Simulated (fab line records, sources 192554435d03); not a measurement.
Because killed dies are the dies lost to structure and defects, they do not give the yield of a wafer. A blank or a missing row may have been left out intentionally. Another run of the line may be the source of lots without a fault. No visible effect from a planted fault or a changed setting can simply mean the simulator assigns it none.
fab line records | flow n5-finfet
[record] lots = 5 wafers = 15 last-day = 17
route steps=1938 shown BEOL_M13@1694
lots untouched by any fault: they come from a run of this same line in which no faults occurred
start-h: hours from the record's opening day to when the first of the lot's shown wafers began | wait-h: time in hours since the lot's previous step | " same as the row above | L1.1+2: a row that stands for several wafers | - no value, or no start given | * or withheld: withheld | < > ~ a bound
route shown NAME@n: names a module that has steps shown in the file, with the first one's number in the route | usual: average and standard deviation across the fault-free wafers | same: alike in all rows | chamber/n: place in a boat | sites: readings site by site | _std_site: how widely they spread, as a standard deviation | _edge_site: mean of outer sites minus mean of inner sites | radius-mm: for every site, how far away it sits from the centre of the wafer | mask NAME#n: copy n | behind: the most recent tool/chamber to have shaped the wafer | hold: the reason the lot was held/the length of the hold in hours/how it ended | device: the transistor (n, p or np) that didn't switch | end of line: at the end of the route, the tests of the same wafers | where a step has no rows: the recipe by itself | killed: dies that structure and defects cost at the first sort, which is not the same as the wafer's yield | map: shows each die of a wafer: x if killed, . if not, _ if none is there
set.NAME: the setting that was run; set.NAME@STEP: the one run at that earlier step | model.NAME: the simulator's own value behind a step, which no gauge read
certain route steps with their lots: each step a table, each wafer a row
services: a tool's chamber out of use, with start hour (start-h, from the record's first day; less than 0 if before it), hours out, and reason
[[steps]]
[step N5_BEOL_M13_ETCH_68]
[recipe] chemistry = N2/H2 target = SOC mask-material = SiARC source-w = 3000 bias-w = 350 temp-c = 40 time-s = 355 ion-energy-ev = 200 pressure-mtorr = 30 n2-flow-sccm = 200 h2-flow-sccm = 200
[usual] drypump-motor-current-A = 5.6/0.46 oes-product-au = 0.81/0.086 rf-vpp-V = 523.3/2.5 showerhead-plenum-p-Torr = 2.52/0.093 throttle-valve-pct = 17.8/0.3
// columns lot.wafer tool chamber start-h wait-h drypump-motor-current-A oes-product-au rf-hours-counter-h rf-vpp-V showerhead-plenum-p-Torr throttle-valve-pct
L416.2 rie-diel-06 2 277.14 0.1 4.8 0.88 31 524.2 2.60 17.5
L416.4 " 3 " " 5.3 0.70 204 520.7 2.42 18.3
L416.5 " 3 " " 5.3 0.71 - 520.5 2.42 18.2
L419.1 rie-diel-06 0 282.99 0.1 5.4 0.81 93 520.6 2.47 18.0
L419.2 " 3 " " 5.3 0.71 206 519.4 2.42 18.3
L419.5 " 1 " " 5.1 0.93 - 528.3 2.72 17.6
L423.1 rie-diel-06 0 311.11 0.1 5.4 0.79 103 522.7 2.46 18.1
L423.3 " 1 " " 5.2 0.90 26 527.7 2.72 17.6
L423.6 " 0 " " 5.4 0.79 - 523.0 2.46 18.1
L425.1 rie-diel-02 0 328.74 0.1 6.0 0.72 223 522.6 2.49 18.1
L425.2 " 3 " " 5.1 0.74 175 521.4 2.41 18.1
L425.4 " 1 " " 5.9 0.80 116 521.9 2.44 17.5
L433.1 rie-diel-04 1 365.34 0.1 6.5 0.73 170 524.7 2.53 17.5
L433.2 " 0 " " 5.6 0.83 52 520.8 2.48 18.0
L433.6 " 2 " " 6.1 0.89 - 525.8 2.62 17.9
[step N5_BEOL_M13_STRIP_69]
[recipe] chemistry = N2/H2 temp-c = 40 n2-flow-sccm = 200 h2-flow-sccm = 200 rf-frequency-hz = 6e+07
[step N5_BEOL_M13_TRENCH_ETCH_34]
[recipe] chemistry = C4F8/O2/Ar target = SiOC target-depth-a = 4134.7 mask-material = SOC pressure-mtorr = 30 source-w = 3000 bias-w = 700 Ar_flow_sccm = 400 C4F8_flow_sccm = 15 O2_flow_sccm = 8 he-inner-torr = 15 he-outer-torr = 30 time-s = 162.6 ion-energy-ev = 250
[usual] drypump-motor-current-A = 5.6/0.47 oes-product-au = 0.81/0.086 rf-vpp-V = 665/3 showerhead-plenum-p-Torr = 3.39/0.11 throttle-valve-pct = 24.2/0.37
// columns lot.wafer tool chamber start-h wait-h drypump-motor-current-A oes-product-au rf-hours-counter-h rf-vpp-V showerhead-plenum-p-Torr throttle-valve-pct
L416.2 rie-diel-06 2 277.36 0.0 4.8 0.88 31 668 3.52 24.1
L416.4 " 3 " " 5.3 0.71 204 662 3.27 24.6
L416.5 " 3 " " 5.3 0.71 - 662 3.27 24.7
L419.1 rie-diel-06 0 283.21 0.0 5.3 0.80 93 662 3.31 24.4
L419.2 " 3 " " 5.3 0.70 206 661 3.27 24.6
L419.5 " 1 " " 5.1 0.94 - 671 3.62 24.0
L423.1 rie-diel-06 0 311.33 0.0 5.3 0.80 103 662 3.30 24.4
L423.3 " 1 " " 5.1 0.91 26 670 3.62 24.0
L423.6 " 0 " " 5.4 0.79 - 664 3.30 24.4
L425.1 rie-diel-02 0 328.96 0.0 6.0 0.72 223 663 3.38 24.7
L425.2 " 3 " " 5.1 0.74 175 663 3.30 24.9
L425.4 " 1 " " 5.9 0.79 117 662 3.29 23.9
L433.1 rie-diel-04 1 365.56 0.0 6.5 0.73 170 665 3.36 23.7
L433.2 " 0 " " 5.6 0.84 52 666 3.33 24.4
L433.6 " 2 " " 6.1 0.90 - 667 3.50 24.3
[step N5_BEOL_M13_STRIP_70]
[recipe] chemistry = C4F8/O2/Ar resist = SiARC rf-frequency-hz = 6e+07
[step N5_BEOL_M13_OCD_MEAS_35]
[usual] trench-depth-nm = 415/7.9
// columns lot.wafer tool chamber start-h wait-h trench-depth-nm
L416.2 ocd-02 - 277.54 0.0 410
L416.4 " - " " 406
L416.5 " - " " 404
L419.1 ocd-02 - 283.39 0.0 409
L419.2 " - " " 406
L419.5 " - " " 426
L423.1 ocd-02 - 311.50 0.0 414
L423.3 " - " " 428
L423.6 " - " " 412
L425.1 ocd-01 - 329.14 0.0 419
L425.2 " - " " 413
L425.4 " - " " 421
L433.1 ocd-01 - 365.73 0.0 408
L433.2 " - " " 405
L433.6 " - " " 413
[step N5_BEOL_M13_STRIP_37]
[recipe] chemistry = N2/H2 power-w = 1000 temp-c = 250 h2-frac = 0.65 overash-fraction = 0.3 pressure-mtorr = withheld n2-flow-sccm = 1750 h2-flow-sccm = 3250
[usual] drypump-motor-current-A = 5.5/0.47 heater-power-w = 327/27 oes-product-au = 0.785/0.012
// columns lot.wafer tool chamber start-h wait-h drypump-motor-current-A heater-power-w oes-product-au rf-hours-counter-h
L416.2 plasma-asher-01 0 277.57 0.0 6.1 289 0.780 136
L416.4 " 0 " " 6.2 292 0.772 -
L416.5 " 1 " " 5.0 352 0.772 -
L419.1 plasma-asher-01 1 283.43 0.0 4.9 362 0.788 136
L419.2 " 0 " " 6.2 286 0.777 136
L419.5 " 1 " " 4.9 359 0.789 -
L423.1 plasma-asher-01 1 311.73 0.2 4.9 344 0.789 141
L423.3 " 0 " " 6.2 286 0.797 -
L423.6 " 1 " " 4.9 362 0.776 -
L425.1 plasma-asher-01 0 329.18 0.0 6.2 285 0.800 143
L425.2 " 1 " " 5.0 357 0.759 143
L425.4 " 0 " " 6.2 290 0.809 -
L433.1 plasma-asher-01 0 365.77 0.0 6.1 288 0.794 150
L433.2 " 1 " " 4.9 365 0.768 150
L433.6 " 1 " " 4.9 362 0.799 -
[step N5_BEOL_M13_ETCH_38]
[recipe] chemistry = CF4/N2 target = SiCN target-depth-a = 675 taper-deg = 2 time-s = 71.9 ion-energy-ev = 150 mask-material = SiO2 pressure-mtorr = 40 source-w = 430 bias-w = 70 Ar_flow_sccm = 100 cf4-flow-sccm = 60 n2-flow-sccm = 60
[usual] cf4-flow-sccm = 60.02/0.17 drypump-motor-current-A = 5.6/0.48 oes-product-au = 0.80/0.079 rf-vpp-V = 381.7/1.7 showerhead-plenum-p-Torr = 2.19/0.064 throttle-valve-pct = 15.5/0.32
// columns lot.wafer tool chamber start-h wait-h cf4-flow-sccm drypump-motor-current-A oes-product-au rf-hours-counter-h rf-vpp-V showerhead-plenum-p-Torr throttle-valve-pct
L416.2 rie-diel-02 0 279.39 - 60.08 5.9 0.73 205 381.9 2.18 15.9
L416.4 " 3 " " 59.95 5.1 0.75 - 378.3 2.13 16.0
L416.5 " 0 " " 59.89 6.0 0.73 - 382.5 2.18 15.9
L419.1 rie-diel-06 2 284.24 - 60.36 4.8 0.85 33 384.3 2.26 15.2
L419.2 " 3 " " 60.07 5.3 0.72 206 379.1 2.11 15.9
L419.5 " 1 " " 59.93 5.1 0.91 - 383.2 2.35 15.2
L423.1 rie-diel-04 3 313.97 - 59.67 5.3 0.69 243 383.3 2.28 15.5
L423.3 " 1 " " 60.02 6.5 0.75 151 382.0 2.20 15.2
L423.6 " 1 " " 60.08 6.6 0.75 - 383.2 2.20 15.3
L425.1 rie-diel-04 3 331.35 - 60.04 5.3 0.68 248 383.5 2.28 15.5
L425.2 " 0 " " 60.09 5.6 0.86 38 380.0 2.16 15.5
L425.4 " 1 " " 60.28 6.5 0.75 156 381.3 2.19 15.2
L433.1 rie-diel-02 2 365.85 - 60.25 5.7 0.89 27 381.4 2.17 15.0
L433.2 " 3 " " 60.18 5.0 0.74 185 379.7 2.12 16.0
L433.6 " 0 " " 60.16 5.9 0.72 - 381.1 2.17 15.9
[step N5_BEOL_M13_PRECLEAN_39]
[recipe] chemistry = residue-remover time-s = 60 temp-c = 40
[step N5_BEOL_M13_SRD_40]
[recipe] time-s = 30 temp-c = 23 rinse-liquid = diw dry = n2-spin spin-rpm = 1500 dry-time-s = 30
[step N5_BEOL_M13_DEGAS_41]
[recipe] ambient = vacuum temp-c = 250 time-s = 60
[step N5_BEOL_M13_PRE_CLEAN_42]
[recipe] gas = H2/He time-s = 30 temp-c = 250
[step N5_BEOL_M13_SPUTTER_43]
[recipe] material = TaN target-thk-a = 150 temp-c = 50 bias-v = 168.6 power-w = 15000 chamber-pressure-pa = 0.12 time-s = 24.19
[usual] chamber-pressure-pa = 0.12003/0.00024 throttle-valve-pct = 30.5/0.79
// columns lot.wafer tool chamber start-h wait-h chamber-pressure-pa throttle-valve-pct
L416.2 pvd-sputter-02 - 280.05 0.0 0.1198 30.6
L416.4 " - " " 0.11959 30.5
L416.5 " - " " 0.12032 30.6
L419.1 pvd-sputter-03 - 284.97 0.0 0.11982 30.9
L419.2 " - " " 0.11957 29.2
L419.5 " - " " 0.12014 31.8
L423.1 pvd-sputter-03 - 315.28 0.0 0.12041 31.1
L423.3 " - " " 0.12019 32.0
L423.6 " - " " 0.12003 30.0
L425.1 pvd-sputter-02 - 331.88 0.0 0.12022 30.3
L425.2 " - " " 0.12018 30.4
L425.4 " - " " 0.12038 30.9
L433.1 pvd-sputter-02 - 366.81 0.0 0.12045 30.6
L433.2 " - " " 0.11971 30.7
L433.6 " - " " 0.12037 29.7
[step N5_BEOL_M13_SPUTTER_44]
[recipe] material = Ta target-thk-a = 100 temp-c = 50 bias-v = 80 power-w = 15000 chamber-pressure-pa = 0.07 time-s = 16.13
[usual] chamber-pressure-pa = 0.07/0.00014 throttle-valve-pct = 30.4/0.79
// columns lot.wafer tool chamber start-h wait-h chamber-pressure-pa throttle-valve-pct model.Ta_of_BEOL_M13_SPUTTER_44.thk-nm
L416.2 pvd-sputter-02 - 280.13 0.0 0.06993 30.5 9.8
L416.4 " - " " 0.06994 30.4 10.2
L416.5 " - " " 0.07012 30.7 10.2
L419.1 pvd-sputter-03 - 285.05 0.0 0.07018 31.2 10
L419.2 " - " " 0.07005 28.9 10
L419.5 " - " " 0.07013 32.1 10.2
L423.1 pvd-sputter-03 - 315.36 0.0 0.0699 31.1 9.4
L423.3 " - " " 0.07003 32.3 9.8
L423.6 " - " " 0.06996 29.8 9.8
L425.1 pvd-sputter-02 - 331.96 0.0 0.07 30.4 10.2
L425.2 " - " " 0.06994 30.6 9.8
L425.4 " - " " 0.06975 30.6 10.2
L433.1 pvd-sputter-02 - 366.89 0.0 0.06994 30.5 10
L433.2 " - " " 0.06998 30.3 9.6
L433.6 " - " " 0.07033 29.8 9.8
[step N5_BEOL_M13_SPUTTER_45]
[recipe] material = Cu target-thk-a = 800 temp-c = -20 bias-v = 60 power-w = 26000 chamber-pressure-pa = 0.13 time-s = 13.33
[[services]]
// columns tool chamber start-h hours kind
rie-diel-02 2 265.88 - clean
rie-diel-02 2 265.88 - consumable-replace:focus-ring
rie-diel-02 2 265.88 14.2 scheduled-down
rie-diel-02 2 265.88 14.2 vent-cycle
rie-diel-06 - 266.11 2.8 pm
rie-diel-04 0 266.58 4.5 repair
rie-diel-04 2 276.19 - clean
rie-diel-04 2 276.19 - consumable-replace:focus-ring
rie-diel-04 2 276.19 25.5 scheduled-down
rie-diel-04 2 276.19 25.5 vent-cycle
pvd-sputter-02 - 288.91 7.9 repair
pvd-sputter-02 - 303.50 6.2 repair
rie-diel-06 3 330.98 3.6 repair
rie-diel-04 3 338.27 - clean
rie-diel-04 3 338.27 - consumable-replace:focus-ring
rie-diel-04 3 338.27 27.4 scheduled-down
rie-diel-04 3 338.27 27.4 vent-cycle
rie-diel-06 3 344.09 19.8 repair
rie-diel-06 0 359.62 9.0 repair
[[key]]
first-sign none at tools or gauges
[model-effect] step = N5_BEOL_M13_SPUTTER_44 value = Ta_of_BEOL_M13_SPUTTER_44.thk-nm without = 9.8 struck = 9.4
met-at N5_BEOL_M13_SPUTTER_44
struck-wafers L423.1
onset-between 285.05 315.36
[fault] kind = process-parameter-drift tool = pvd-sputter-03 chamber = - onset-h = 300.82 steps = N5_BEOL_M13_SPUTTER_44 channel = time-s offset = * shape = step end-h = 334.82 acts-in = * stated = * scope = struck-wafers-only
